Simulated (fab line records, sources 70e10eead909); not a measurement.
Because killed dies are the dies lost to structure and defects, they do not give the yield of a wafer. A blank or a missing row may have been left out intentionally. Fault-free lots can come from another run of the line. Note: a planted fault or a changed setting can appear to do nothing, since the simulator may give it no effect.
Which of the tools did it?    flow nandHarc    6 lots, 18 wafers sampled, at 4 steps of a route of 1159

== WHAT EACH GAUGE READ, for each wafer ==
NHARC_END_SORT_01.
lot   measured      on         killedAtArray
L241  day 21 07:39  prober-01  33 29 29
L244  day 21 01:27  prober-01  36 26 34
L247  day 21 15:31  prober-01  37 36 36
L252  day 22 14:53  prober-02  19 25 22
L254  day 22 14:57  prober-01  672 674 671
L264  day 24 13:28  prober-02  17 18 25

== WHAT TOOL EACH LOT RAN ON (gives the tool, then ch and the chambers of the sampled wafers, and finally the start) ==
lot   NHARC_A_CONTACT_CVD_19                   NHARC_A_BLC_STRIP_21               NHARC_A_BLC_DEGAS_30
L241  cvdW-01 ch 0,1, day 17 14:02 or earlier  rieDiel-05 ch 1,3, day 17 15:28    pvdSputter-01, day 17 15:53
L244  cvdW-01 ch 0,1, day 17 23:01 or earlier  rieDiel-05 ch 0,2,3, day 18 00:16  pvdSputter-03, day 18 00:41
L247  cvdW-02 ch 0,1, day 18 15:13 or earlier  rieDiel-08 ch 1,3, day 18 16:28    pvdSputter-03, day 18 16:53
L252  cvdW-01 ch 0,1, day 19 14:01 or earlier  rieDiel-01 ch 0,1, day 19 15:17    pvdSputter-03, day 19 15:45
L254  cvdW-01 ch 0, day 20 03:05 or earlier    rieDiel-05 ch 0,1,2, day 20 04:28  pvdSputter-01, day 20 04:52
L264  cvdW-02 ch 0,1, day 22 12:11 or earlier  rieDiel-05 ch 0,1,3, day 22 13:26  pvdSputter-03, day 22 13:52
- NHARC_A_CONTACT_CVD_19: deposits W, target thk 300 nm, time 802 s.
- NHARC_A_BLC_STRIP_21: strips in O2.
- NHARC_A_BLC_DEGAS_30: time 60 s.

== THE ANSWER, worked out from the rows above alone ==
Rule: the usual values come from the lots themselves. Put in order of their means at a reading, lots are off if they are a third of the lots or fewer, leave a main group of 4 or more, and stand apart from it by a gap of 3 or more times the standard deviation of the main group's means; of several such gaps the widest counts. If all means in a main group match to the digits the tables above print for the reading, that group is not used. A lot without any number at a reading at which 4 lots or more have one is off too. All remaining lots with rows at the step are treated as sound.
Off: L254 (NHARC_END_SORT_01, killedAtArray). Main group: mean 28, sd 6.2.
A tool fits if, at a process step before that reading, it ran every lot that is off, and no sound lot after the first of them. Gauges at NHARC_END_SORT_01: tried the same way as those tools. NHARC_A_CONTACT_CVD_19: start missing for some lots; hours and lot order therefore follow NHARC_A_BLC_OVL_MEAS_11. Can't be told from this: 3 tools fit, cvdW-01 at NHARC_A_CONTACT_CVD_19, pvdSputter-01 at NHARC_A_BLC_DEGAS_30, prober-01 at NHARC_END_SORT_01.

== WHAT HAD BEEN PUT IN BY THE SIMULATOR ==
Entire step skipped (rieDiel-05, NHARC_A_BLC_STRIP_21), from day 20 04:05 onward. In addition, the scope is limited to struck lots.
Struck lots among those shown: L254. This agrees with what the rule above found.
